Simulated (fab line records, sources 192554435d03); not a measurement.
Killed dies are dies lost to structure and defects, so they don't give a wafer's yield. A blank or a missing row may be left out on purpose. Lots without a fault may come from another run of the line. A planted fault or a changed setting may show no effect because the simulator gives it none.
Chamber matching | flow n5_finfet | N5_BEOL_M8_PECVD_70 on pecvd-01: 3 sister chambers
The step deposits SiO2 from TEOS/O2, target thk 20 nm, time 22.7 s. 3 wafers are shown with their chamber, then 9 later ones without.

WAFERS WITH THEIR CHAMBER
wafer  | chamber | throttle_valve_pct (%)
L084.3 | 0       | 22.8
L085.4 | 1       | 25.6
L085.5 | 2       | 21.5

WAFERS WITHOUT THEIR CHAMBER
wafer  | throttle_valve_pct (%)
L087.4 | 25.3
L087.5 | 21.4
L087.6 | 22.8
L094.1 | 21.1
L094.2 | 23.2
L094.3 | 25.7
L094.4 | 25.7
L094.5 | 23.0
L094.6 | 21.4

WHICH CHAMBER EACH WENT THROUGH
wafer  | from the rows above | in truth
L087.4 | 1                   | 1
L087.5 | 2                   | 2
L087.6 | 0                   | 0
L094.1 | 2                   | 2
L094.2 | 0                   | 0
L094.3 | 1                   | 1
L094.4 | 1                   | 1
L094.5 | 0                   | 0
L094.6 | 2                   | 2
Placed correctly: 9 of 9. Can't be placed from these rows: 0. Placed wrongly: 0.
How it was worked out, from the rows above alone: a wafer's distance from a chamber is the root of the sum, over the readings, of the square of ((its reading less the chamber's mean) divided by the reading's scatter). The wafer belongs to the nearest chamber; if the next one is less than 2 further off, it can't be placed. A chamber's mean is the mean of its shown wafers. The scatter: with one shown wafer a chamber, the root of the mean of the squares of how far each hidden wafer lies from its nearest shown one.
